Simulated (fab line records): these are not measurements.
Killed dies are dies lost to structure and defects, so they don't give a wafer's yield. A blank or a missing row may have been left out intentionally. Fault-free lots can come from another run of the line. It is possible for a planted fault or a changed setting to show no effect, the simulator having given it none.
Chamber matching + flow nandHarc + cmp-03 running NHARC_P_CONTACT_CMP_01: 4 sister chambers
The step polishes SiO2, target thk 200 nm. 4 wafers are shown with their chamber, then 9 later ones without.

## EACH WAFER AND ITS CHAMBER
| wafer  | chamber | motorCurrentA (A) |
|--------|---------|-------------------|
| L085.4 | 1       | 13.1              |
| L085.6 | 2       | 14.5              |
| L086.4 | 3       | 12.9              |
| L086.5 | 0       | 10.2              |

## WAFERS WITHOUT THEIR CHAMBER
| wafer  | motorCurrentA (A) |
|--------|-------------------|
| L088.2 | 12.9              |
| L088.4 | 14.4              |
| L088.5 | 9.8               |
| L091.1 | 13.3              |
| L091.2 | 9.8               |
| L091.5 | 13.0              |
| L096.1 | 13.5              |
| L096.3 | 13.6              |
| L096.5 | 9.4               |

## WHICH CHAMBER EACH ONE RAN IN
| wafer  | from the rows above          | in truth |
|--------|------------------------------|----------|
| L088.2 | can't be placed: 3 or 1      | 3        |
| L088.4 | 2                            | 2        |
| L088.5 | 0                            | 0        |
| L091.1 | can't be placed: 1 or 3      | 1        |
| L091.2 | 0                            | 0        |
| L091.5 | can't be placed: 1 or 3      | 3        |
| L096.1 | can't be placed: 1 or 3 or 2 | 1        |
| L096.3 | can't be placed: 1 or 3 or 2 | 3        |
| L096.5 | 0                            | 0        |
Correct placement for 4 of the 9. Not placeable from these rows: 5 (in 5, the candidates include the true chamber). Number placed wrongly: 0.
How it was worked out, from the rows above alone: a wafer's distance from a chamber is the root of the sum, over the readings, of the square of ((its reading less the chamber's mean) divided by the reading's scatter). The wafer belongs to the nearest chamber; if the next one is less than 2 further off, it can't be placed. The mean given for a chamber averages the wafers shown for that chamber. The scatter: with one shown wafer a chamber, the root of the mean of the squares of how far each hidden wafer lies from its nearest shown one.
